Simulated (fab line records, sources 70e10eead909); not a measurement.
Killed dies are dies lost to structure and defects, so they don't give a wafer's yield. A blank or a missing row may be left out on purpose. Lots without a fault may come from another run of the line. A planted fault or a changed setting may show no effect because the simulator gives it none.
A struck lot beside a sound one | flow nand_harc | 19 steps out of a route of 1302
Sound: wafers L937.1, L937.4, L937.6. Struck: wafers L931.1, L931.2, L931.6. The cause comes at the end.
At each step with rows: each side's tool, then ch and its chambers, then its first start. Under that, the readings that differ: sound wafers | struck wafers | difference of the means | sigmas: that difference in standard deviations of wafers without a fault.
alike: readings whose means differ by less than 2 such deviations, and words and numbers that are the same on both sides. not compared: withheld readings, readings that some wafer has no value for, bounds like >300 that may hide the same value, and numbers for which the record gives no deviation and whose values overlap.
The two part at a step that has a row with sigmas, a row that says differs or no value, or rows on one side only. Numbers that don't overlap but have no deviation are shown without sigmas and don't part them. A reading that every wafer of one side lacks parts them only if that side has two wafers or more.

NHARC_P_M1_INSPECT_27:
  sound on defect_inspect-02, day 13 22:25; struck on defect_inspect-01, day 11 12:26
  alike: raw_defect_count
NHARC_P_M1_PRE_CLEAN_32: time 12 s.
  sound on pecvd-04 ch 0,1, day 13 22:29; struck on pecvd-04 ch 0,1,2, day 11 12:30
  alike: heater_power_w
NHARC_P_M1_DEP_33: deposits SiCN, target thk 30 nm.
  sound on pecvd-04 ch 0,1, day 13 22:34; struck on pecvd-04 ch 0,1,2, day 11 12:35
  alike: heater_power_w, showerhead_vpp_V
then, 8 steps without rows for these wafers: NHARC_P_M2_DEP_00 (deposits SiOC, target thk 182.5 nm); NHARC_P_M2_DEHYDRATE_01 (time 120 s); NHARC_P_M2_HMDS_02 (time 30 s); NHARC_P_M2_COAT_34 (time 65 s); NHARC_P_M2_COAT_03 (resist thk 90 nm); NHARC_P_M2_SOFTBAKE_04 (time 55 s); NHARC_P_M2_EBR_05; NHARC_P_M2_EXPOSE_06 (exposes mask P M2, target cd 170 nm).
NHARC_P_M2_PEB_07: peb time 65 s.
  sound on litho_track-01 ch 0, day 13 23:45; struck on litho_track-01 ch 0, day 11 13:53
  reading          | sound              | struck            | difference | sigmas
  plate_temp_C (C) | 99.99 99.92 100.06 | 99.45 99.35 99.46 | -0.57      | -5
then, 1 step without rows for these wafers: NHARC_P_M2_DEVELOP_08 (develop time 35 s).
NHARC_P_M2_CD_MEAS_09: target cd 170 nm.
  sound on cd_sem-01 ch 0, day 13 23:49; struck on cd_sem-01 ch 0, day 11 13:58
  alike: cd_nm
  not compared: hold
NHARC_P_M2_OVL_MEAS_10: pitch 340 nm.
  sound on overlay-01, day 13 23:55; struck on overlay-01, day 11 14:03
  alike: overlay_x_nm, overlay_y_nm
NHARC_P_M2_INSPECT_11:
  sound on defect_inspect-01, day 13 23:57; struck on defect_inspect-02, day 11 14:05
  alike: raw_defect_count
NHARC_P_M2_DESCUM_14: chemistry O2, time 3 s.
  sound on rie_diel-09 ch 1,3, day 14 00:01; struck on rie_diel-11 ch 0,1,2, day 11 14:08
  alike: drypump_motor_current_A, oes_product_au, rf_vpp_V, showerhead_plenum_p_Torr, throttle_valve_pct
  not compared: rf_hours_counter_h, model.P_M2.cd_nm
NHARC_P_M2_ETCH_35: etches the open film in N2/H2, target depth 40 nm, overetch 12 nm, time 43.94 s.
  sound on rie_diel-09 ch 0,1,2, day 14 00:06; struck on rie_diel-11 ch 1,2, day 11 14:15
  alike: drypump_motor_current_A, h2_flow_sccm, oes_product_au, rf_vpp_V, showerhead_plenum_p_Torr, throttle_valve_pct
  not compared: rf_hours_counter_h
-- the record jumps here: 19 days lie between the struck wafers' starts before and after (it left off in module P_M2 and takes up again in module END, whose first step shown is number 1302 of the route) --
NHARC_END_SORT_01:
  sound on prober-01 ch 0, day 31 18:25; struck on prober-02 ch 0, day 30 10:35
  reading      | sound | struck | difference | sigmas
  killed_short | 1 0 2 | 6 6 3  | +4         | +2
  alike: defect_limited_yield, killed_at_array, killed_at_other, killed_at_periphery, killed_dies, killed_open

WHERE THEY PART
First at NHARC_P_M2_PEB_07; last, within this record, at NHARC_END_SORT_01.

WHY: what the simulator had put in
Process parameter drift: litho_track-01, from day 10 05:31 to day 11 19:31, at NHARC_P_M2_PEB_07. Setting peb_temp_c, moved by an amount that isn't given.
